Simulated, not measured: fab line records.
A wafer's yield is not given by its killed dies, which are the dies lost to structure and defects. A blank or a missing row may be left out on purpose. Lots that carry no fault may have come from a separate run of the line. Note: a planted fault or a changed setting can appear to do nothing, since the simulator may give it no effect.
A lot that was struck, set against a sound lot | flow n5 finfet | 39 steps out of a route of 1938
Sound: wafers L906.1, L906.3, L906.5. Struck: wafer L893.6. (L893.1, L893.5 of the same lot were not struck and are left out.) The cause comes at the end.
At each step with rows: each side's tool, then ch and its chambers, then its first start. Under that, the readings that differ: sound wafers | struck wafers | difference of the means | sigmas: that difference in standard deviations of wafers without a fault.
alike: readings whose means differ by less than 2 such deviations, and words and numbers that are the same on both sides. not compared: withheld readings, readings that some wafer has no value for, bounds like >300 that may hide the same value, and numbers for which the record gives no deviation and whose values overlap.
The two part at a step that has a row with sigmas, a row that says differs or no value, or rows on one side only. When numbers do not overlap yet have no deviation, they are printed without sigmas and do not part them. A reading that every wafer of one side lacks parts them only if that side has two wafers or more.

first, 10 steps without rows for these wafers: N5_DUMMY_REMOVAL_HM_STRIP_01 (strips SiNx in CH3F/O2, stops on poly-Si, target depth 4 nm, time 6.8 s); N5_DUMMY_REMOVAL_STRIP_10 (strips in N2/H2, time 40 s); N5_DUMMY_REMOVAL_PRECLEAN_07 (cleans in dHF, time 30 s); N5_DUMMY_REMOVAL_DUMMY_REMOVE_02 (chemistry TMAH, target poly-Si, stops on SiO2, target depth 142 nm, time 57 s, rinse time 30 s); N5_DUMMY_REMOVAL_PRECLEAN_08 (cleans in NF3:NH3, afs cycles 2, time 20 s, sublimation time 60 s); N5_DUMMY_REMOVAL_PRECLEAN_04 (cleans in DHF, time 37 s); N5_DUMMY_REMOVAL_SRD_05 (time 30 s); N5_HKMG_FIN_IL_REGROW_00 (material SiO2, chemistry O3, target thk 0.75 nm, time 30 s); N5_HKMG_FIN_HK_ALD_01 (deposits HfO2, target thk 1.6 nm, pulse time 3 s, purge time 3 s); N5_HKMG_FIN_HK_ANNEAL_02 (time 30 s).
N5_HKMG_FIN_ALD_74: deposits La2O3, target thk 0.5 nm, pulse time 6 s, co reactant pulse time 1 s.
  sound on ald hk-03 ch 0,1,2, day 8 12:01; struck on ald hk-02 ch 0, day 4 23:37
  alike: heater power w, precursor pulse height rel
then, 26 steps without rows for these wafers: N5_HKMG_FIN_ALD_75 (deposits Al2O3, target thk 1 nm, co reactant pulse time 1 s); N5_HKMG_FIN_COAT_41 (time 60 s, resist thk 300 nm); N5_HKMG_FIN_COAT_42 (time 60 s, resist thk 35 nm); N5_HKMG_FIN_COAT_43 (resist thk 90 nm); N5_HKMG_FIN_EBR_45; N5_HKMG_FIN_SOFTBAKE_44 (time 60 s); N5_HKMG_FIN_EXPOSE_46 (exposes mask NDIPOLE); N5_HKMG_FIN_PEB_47 (peb time 60 s); N5_HKMG_FIN_DEVELOP_48 (develop time 30 s); N5_HKMG_FIN_DESCUM_53 (chemistry O2, time 7.9 s); N5_HKMG_FIN_ETCH_54 (etches SiARC in CF4, target depth 45.5 nm, time 75.8 s); N5_HKMG_FIN_ETCH_55 (etches SOC in N2/H2, target depth 240 nm, time 300 s); N5_HKMG_FIN_STRIP_56 (strips in N2/H2); N5_HKMG_FIN_STRIP_57 (strips in CF4); N5_HKMG_FIN_ETCH_58 (etches SOC in N2/H2, target depth 215.8 nm, time 741 s); N5_HKMG_FIN_STRIP_93 (strips SOC in N2/H2, time 20 s); N5_HKMG_FIN_WET_ETCH_76 (etches Al2O3 in dNH4OH, stops on La2O3, target depth 2.25 nm, rinse time 30 s); N5_HKMG_FIN_STRIP_60 (strips in N2/H2, time 360 s); N5_HKMG_FIN_WET_ETCH_77 (etches La2O3 in dHCl, stops on HfO2, target depth 2 nm); N5_HKMG_FIN_WET_ETCH_78 (etches Al2O3 in dNH4OH, stops on La2O3, target depth 4.5 nm, rinse time 30 s); N5_HKMG_FIN_ALD_79 (deposits TiN, target thk 1.5 nm, pulse time 1 s, purge time 3 s); N5_HKMG_FIN_CVD_62 (deposits a-Si from Si2H6, target thk 3 nm, time 20.8 s); N5_HKMG_FIN_RTA_80 (time 2 s); N5_HKMG_FIN_PRECLEAN_64 (cleans in dHF, time 30 s); N5_HKMG_FIN_WET_ETCH_65 (etches a-Si in TMAH, stops on TiN, time 49 s, target depth 3 nm); N5_HKMG_FIN_WET_ETCH_81 (etches TiN in SC1, stops on HfO2, time 57 s, target depth 6 nm).
-- the record jumps here: 4 days lie between the struck wafers' starts before and after (it left off in module HKMG_FIN and takes up again in module BEOL_M4, whose first step shown is number 1111 of the route) --
N5_BEOL_M4_RC_MEAS_101:
  sound on prober-02 ch 0, day 12 15:11; struck on prober-01 ch 0, day 9 03:53
  reading            | sound             | struck | difference | sigmas
  IOFF_P (nA/um)     | 0.16 0.22 0.23    | 0.12   | -0.08      | -2
  IOFF_P_LIN (nA/um) | 0.086 0.105 0.109 | 0.058  | -0.042     | -3
  ION_P (uA/um)      | 466 455 476       | 433    | -33        | -3
  VT_N_LVT (mV)      | 109 104 101       | 93     | -12        | -3
  VT_P (mV)          | -251 -249 -248    | -266   | -17        | -4
  VT_P_LONG (mV)     | -271 -275 -270    | -285   | -13        | -4
  alike: DIBL_N, DIBL_P, IOFF_N, ION_N, SS_N, SS_P, VT_N
-- record jumps: 4 days separate the struck wafers' starts on either side; left off in module BEOL_M4, taken up again in module PASSIVATION, whose first shown step is the route's number 1936 --
N5_PASSIVATION_PROBE_49:
  record: rows for the struck wafers here (prober-02, day 13 15:45), none for the sound ones

## WHERE THEY PART
First at N5_BEOL_M4_RC_MEAS_101; last, within this record, at N5_PASSIVATION_PROBE_49.

WHY: the cause the simulator had injected
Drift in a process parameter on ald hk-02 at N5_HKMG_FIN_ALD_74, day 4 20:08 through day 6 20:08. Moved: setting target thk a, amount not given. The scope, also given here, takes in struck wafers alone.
